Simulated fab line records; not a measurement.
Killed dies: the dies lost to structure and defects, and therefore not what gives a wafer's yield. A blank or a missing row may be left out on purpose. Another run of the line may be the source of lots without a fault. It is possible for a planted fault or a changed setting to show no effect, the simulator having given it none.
Chamber matching :: flow nandHarc :: NHARC_A_CONTACT_DEP_85 on pecvd-02 has 3 sister chambers
The step deposits SiON, target thk 60 nm. 6 wafers are shown with their chamber, then 10 later ones without.

## EACH WAFER AND ITS CHAMBER
wafer: L091.4
chamber: 1
heaterPowerW (W): 734

wafer: L088.2
chamber: 1
heaterPowerW (W): 733

wafer: L088.5
chamber: 0
heaterPowerW (W): 739

wafer: L088.6
chamber: 2
heaterPowerW (W): 728

wafer: L093.1
chamber: 0
heaterPowerW (W): 758

wafer: L093.2
chamber: 2
heaterPowerW (W): 729

## WAFERS WHOSE CHAMBER IS MISSING
wafer: L093.5
heaterPowerW (W): 726

wafer: L093.3
heaterPowerW (W): 680

wafer: L093.4
heaterPowerW (W): 781

wafer: L093.6
heaterPowerW (W): 670

wafer: L094.1
heaterPowerW (W): 695

wafer: L094.2
heaterPowerW (W): 832

wafer: L094.3
heaterPowerW (W): 789

wafer: L094.4
heaterPowerW (W): 782

wafer: L094.5
heaterPowerW (W): 708

wafer: L094.6
heaterPowerW (W): 829

## CHAMBER TAKEN BY EACH
wafer: L093.5
from the rows above: can't be placed: 2 or 1
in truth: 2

wafer: L093.3
from the rows above: can't be placed: 2 or 1
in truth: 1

wafer: L093.4
from the rows above: can't be placed: 0 or 1
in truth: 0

wafer: L093.6
from the rows above: can't be placed: 2 or 1
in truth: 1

wafer: L094.1
from the rows above: can't be placed: 2 or 1
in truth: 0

wafer: L094.2
from the rows above: can't be placed: 0 or 1
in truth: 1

wafer: L094.3
from the rows above: can't be placed: 0 or 1
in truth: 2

wafer: L094.4
from the rows above: can't be placed: 0 or 1
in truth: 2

wafer: L094.5
from the rows above: can't be placed: 2 or 1
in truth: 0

wafer: L094.6
from the rows above: can't be placed: 0 or 1
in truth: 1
Correctly placed: 0 of 10. These rows do not allow placing 10 (true chamber among the candidates in 6). Number placed wrongly: 0.
How it was worked out, from the rows above alone: a wafer's distance from a chamber is the root of the sum, over the readings, of the square of ((its reading less the chamber's mean) divided by the reading's scatter). If the next closest chamber is less than 2 further off than the closest, the wafer can't be placed; otherwise it belongs to the closest. For every chamber, the mean is computed from those of its wafers that are shown. The scatter: take each reading less its chamber's mean, square it, sum over the shown wafers, divide by the number of wafers less the number of chambers, and take the root.
